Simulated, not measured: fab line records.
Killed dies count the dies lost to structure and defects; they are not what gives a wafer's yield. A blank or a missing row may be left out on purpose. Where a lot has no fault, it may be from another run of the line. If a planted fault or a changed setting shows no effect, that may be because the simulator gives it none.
Comparing a struck lot with a sound one ; flow nand_harc ; 24 out of 1302 route steps
Sound: wafers L266.1, L266.2, L266.4. Struck: wafers L272.4, L272.5. (L272.2 of the same lot was not struck and is left out.) The cause comes at the end.
For every step that has rows: the tool of each side, followed by ch and its chambers, followed by its first start. Under that, the readings that differ: sound wafers ; struck wafers ; difference of the means ; sigmas: that difference in standard deviations of wafers without a fault.
alike: words and numbers the same on both sides, and readings whose means are apart by under 2 such deviations; not compared: readings that were withheld, readings missing a value for some wafer, numbers with overlapping values and no deviation given by the record, and bounds like >300 which may hide the same value.
Wherever a step has rows on one side only, a row that says differs or no value, or a row with sigmas, the two part there. Numbers that have no deviation but don't overlap get no sigmas and don't part them. A reading missing from all wafers of one side parts the sides only when that side holds two or more wafers.

NHARC_A_M0_INSPECT_27:
  sound on defect_inspect-02, day 27 23:39; struck on defect_inspect-01, day 30 08:37
  alike: raw_defect_count
NHARC_A_M0_PRE_CLEAN_31: time 12 s.
  sound on pecvd-01 ch 0,2, day 27 23:44; struck on pecvd-04 ch 1,2, day 30 08:42
  alike: heater_power_w, rf_fwd_power_W
NHARC_A_M0_DEP_32: deposits SiCN, target thk 30 nm.
  sound on pecvd-01 ch 0,2, day 27 23:50; struck on pecvd-04 ch 1,2, day 30 08:49
  alike: heater_power_w, rf_fwd_power_W
then, 8 steps without rows for these wafers: NHARC_A_M1_DEP_00 (deposits SiOC, target thk 182.5 nm); NHARC_A_M1_DEHYDRATE_01 (time 120 s); NHARC_A_M1_HMDS_02 (time 30 s); NHARC_A_M1_COAT_34 (time 65 s); NHARC_A_M1_COAT_03 (resist thk 90 nm); NHARC_A_M1_SOFTBAKE_04 (time 55 s); NHARC_A_M1_EBR_05; NHARC_A_M1_EXPOSE_06 (exposes mask A M1, target cd 120 nm).
NHARC_A_M1_PEB_07: peb time 65 s.
  sound on litho_track-04 ch 0, day 28 00:58; struck on litho_track-04 ch 0, day 30 09:49
then, 1 step without rows for these wafers: NHARC_A_M1_DEVELOP_08 (develop time 35 s).
NHARC_A_M1_CD_MEAS_09: target cd 120 nm.
  sound on cd_sem-03 ch 0, day 28 01:02; struck on cd_sem-02 ch 0, day 30 09:53
reading;sound;struck;difference;sigmas
cd_nm (nm);120.7 120.4 120.7;121.8 121.6;+1.1;+2
NHARC_A_M1_OVL_MEAS_10: pitch 240 nm.
  sound on overlay-01, day 28 01:08; struck on overlay-02, day 30 09:58
  alike: overlay_x_nm, overlay_y_nm
NHARC_A_M1_INSPECT_11:
  sound on defect_inspect-02, day 28 01:10; struck on defect_inspect-02, day 30 10:01
  alike: raw_defect_count
NHARC_A_M1_DESCUM_14: chemistry O2, time 3 s.
  sound on rie_diel-01 ch 0,1,2, day 28 01:14; struck on rie_diel-01 ch 0,3, day 30 10:05
reading;sound;struck;difference;sigmas
rf_hours_counter_h (h);1.5 1.7 1.5;- -;no value on the struck wafers;
model.A_M1.cd_nm (nm);120.5 120.5 120.8;121.8 122.1;+1.3;
  alike: drypump_motor_current_A, oes_product_au, rf_vpp_V, showerhead_plenum_p_Torr, throttle_valve_pct
NHARC_A_M1_ETCH_35: etches the open film in N2/H2, target depth 40 nm, overetch 12 nm, time 43.94 s.
  sound on rie_diel-01 ch 0,1,2, day 28 01:19; struck on rie_diel-01 ch 1,3, day 30 10:10
reading;sound;struck;difference;sigmas
rf_hours_counter_h (h);1.5 1.7 1.5;- -;no value on the struck wafers;
  alike: drypump_motor_current_A, oes_product_au, rf_fwd_power_W, rf_vpp_V, showerhead_plenum_p_Torr, throttle_valve_pct
NHARC_A_M1_ETCH_15: etches the open film in C4F8/Ar, target depth 182.5 nm, time 91.2 s.
  sound on rie_diel-01 ch 0,2,3; struck on rie_diel-01 ch 1,3
reading;sound;struck;difference;sigmas
rf_hours_counter_h (h);1.6 1.7 1.7;- -;no value on the struck wafers;
  alike: oes_product_au, rf_fwd_power_W, rf_vpp_V
NHARC_A_M1_CD_MEAS_16:
  sound on cd_sem-02, day 28 01:32; struck on cd_sem-02, day 30 10:25
reading;sound;struck;difference;sigmas
cd_nm (nm);119.9 120.0 120.3;121.6 122.1;+1.8;+3
NHARC_A_M1_STRIP_18: strips in N2/H2.
  sound on rie_diel-03 ch 0,1,3, day 28 01:37; struck on rie_diel-08 ch 0,1, day 30 10:30
  alike: drypump_motor_current_A, oes_product_au, rf_fwd_power_W, rf_vpp_V, showerhead_plenum_p_Torr, throttle_valve_pct
  not compared: rf_hours_counter_h
NHARC_A_M1_ETCH_28: etches the open film in CF4/N2, target depth 30 nm, time 72.99 s.
  sound on rie_diel-03 ch 0,2,3; struck on rie_diel-08 ch 1,2
reading;sound;struck;difference;sigmas
model.A_M1.cd_nm (nm);120.5 120.4 120.2;121 121.7;+1;
  alike: drypump_motor_current_A, oes_product_au, rf_fwd_power_W, rf_vpp_V, showerhead_plenum_p_Torr, throttle_valve_pct
  not compared: rf_hours_counter_h
then, 2 steps without rows for these wafers: NHARC_A_M1_STRIP_19 (strips in post etch residue remover, time 600 s); NHARC_END_SORT_01.

WHERE THEY PART
Earliest at NHARC_A_M1_CD_MEAS_09; latest, in this record, at NHARC_A_M1_CD_MEAS_16. Later steps at which nothing parts them and some readings are alike: NHARC_A_M1_STRIP_18, NHARC_A_M1_ETCH_28.

WHY: what had been put in by the simulator
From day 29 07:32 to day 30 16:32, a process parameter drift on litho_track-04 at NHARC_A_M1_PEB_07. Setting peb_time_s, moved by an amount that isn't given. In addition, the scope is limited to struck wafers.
